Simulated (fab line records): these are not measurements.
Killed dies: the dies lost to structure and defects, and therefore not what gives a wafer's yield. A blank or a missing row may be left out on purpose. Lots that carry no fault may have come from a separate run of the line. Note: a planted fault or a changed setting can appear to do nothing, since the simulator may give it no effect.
The same fault as seen by 2 desks + flow nand-harc + what lay behind the numbers comes last; until then each desk has only its own

== THE TOOL OWNER'S DESK: rie-diel-12 ==
The tool's own readings at NHARC_A_CHANNEL_HOLE_D1_ETCH_39 (etches the open film in N2/H2, target depth 260 nm, time 325 s): means of the sampled wafers that have a number, for each lot that ran on this tool. The brackets show how far a lot's mean lies from the usual mean; more than 4 standard deviations puts the lot out of limits, marked OUT. Shown are 7 of the 9 readings it has, namely the first that went out of limits plus those furthest out on some lot.
Columns: A = chamber-pressure-mTorr at NHARC_A_CHANNEL_HOLE_D1_ETCH_39, usual 29.998 mTorr; B = drypump-motor-current-A at NHARC_A_CHANNEL_HOLE_D1_ETCH_39, usual 6.0 A; C = h2-flow-sccm at NHARC_A_CHANNEL_HOLE_D1_ETCH_39, usual 149.9 sccm; D = mfc-ar-sccm at NHARC_A_CHANNEL_HOLE_D1_ETCH_39, usual 0.007 sccm; E = oes-product-au at NHARC_A_CHANNEL_HOLE_D1_ETCH_39, usual 0.999 a.u.; F = rf-vpp-V at NHARC_A_CHANNEL_HOLE_D1_ETCH_39, usual 430.4 V; G = showerhead-plenum-p-Torr at NHARC_A_CHANNEL_HOLE_D1_ETCH_39, usual 2.04 Torr
| lot  | first seen here | A      | B   | C     | D     | E                | F     | G    |
|------|-----------------|--------|-----|-------|-------|------------------|-------|------|
| L847 | day 10 04:42    | 29.990 | 6.1 | 150.0 | 0.004 | 1.002            | 429.6 | 2.02 |
| L851 | day 12 02:12    | 29.987 | 5.9 | 150.0 | 0.004 | 1.000            | 428.3 | 1.97 |
| L854 | day 13 01:02    | 29.984 | 6.2 | 149.7 | 0.005 | 0.947 (-6.9) OUT | 429.8 | 1.99 |
| L863 | day 16 11:29    | 30.003 | 6.3 | 149.7 | 0.005 | 0.995            | 429.7 | 2.03 |
| L864 | day 17 09:45    | 29.998 | 6.1 | 149.9 | 0.004 | 0.995            | 429.4 | 2.02 |
| L866 | day 17 23:27    | 30.011 | 5.9 | 150.1 | 0.000 | 1.000            | 430.6 | 2.05 |
This desk finds L854 out of limits, L854 being first, at day 13 01:02 (oes-product-au at NHARC_A_CHANNEL_HOLE_D1_ETCH_39). Within limits: L847, L851, L863, L864, L866.

== METROLOGY DESK ==
Lot by lot, what the gauges showed, no matter which tool ran the lot: averages of those sampled wafers that carry a number. The brackets show how far a lot's mean lies from the usual mean; more than 4 standard deviations puts the lot out of limits, marked OUT.
Columns: A = thk-nm at NHARC_A_ONON_D1_THK_MEAS_21, usual 1000 nm; B = thk-nm at NHARC_A_ONON_D1_THK_MEAS_34, usual 199.6 nm
| lot  | first seen here | A    | B     |
|------|-----------------|------|-------|
| L845 | day 8 22:47     | 985  | 202.0 |
| L847 | day 9 23:29     | 1004 | 201.2 |
| L848 | day 10 03:13    | 1000 | 203.4 |
| L851 | day 11 17:01    | 1006 | 200.4 |
| L852 | day 12 06:53    | 997  | 199.9 |
| L854 | day 12 18:37    | 976  | 197.0 |
| L862 | day 16 04:28    | 1003 | 201.3 |
| L863 | day 16 04:28    | 978  | 196.8 |
| L864 | day 17 04:27    | 1015 | 199.6 |
| L865 | day 17 04:28    | 1014 | 199.1 |
| L866 | day 17 17:26    | 990  | 197.2 |
Finding of this desk: none of the 11 lots has anything out of limits.

== ALL TOGETHER ==
An alarm could have come from the tool owner's desk at day 13 01:02, on L854.
Nothing out of limits was seen by the metrology desk.
The metrology desk has L854 on record, within its limits.
All the named lots went through NHARC_A_CHANNEL_HOLE_D1_ETCH_39 on rie-diel-12.

== WHAT HAD BEEN PUT IN BY THE SIMULATOR ==
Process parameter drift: rie-diel-12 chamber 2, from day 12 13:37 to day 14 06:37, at NHARC_A_CHANNEL_HOLE_D1_ETCH_39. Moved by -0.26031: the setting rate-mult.
Shown lots that were struck: L854.
How many hours passed from the start of the fault until each desk's first out-of-limits reading: the tool owner's desk, 11.
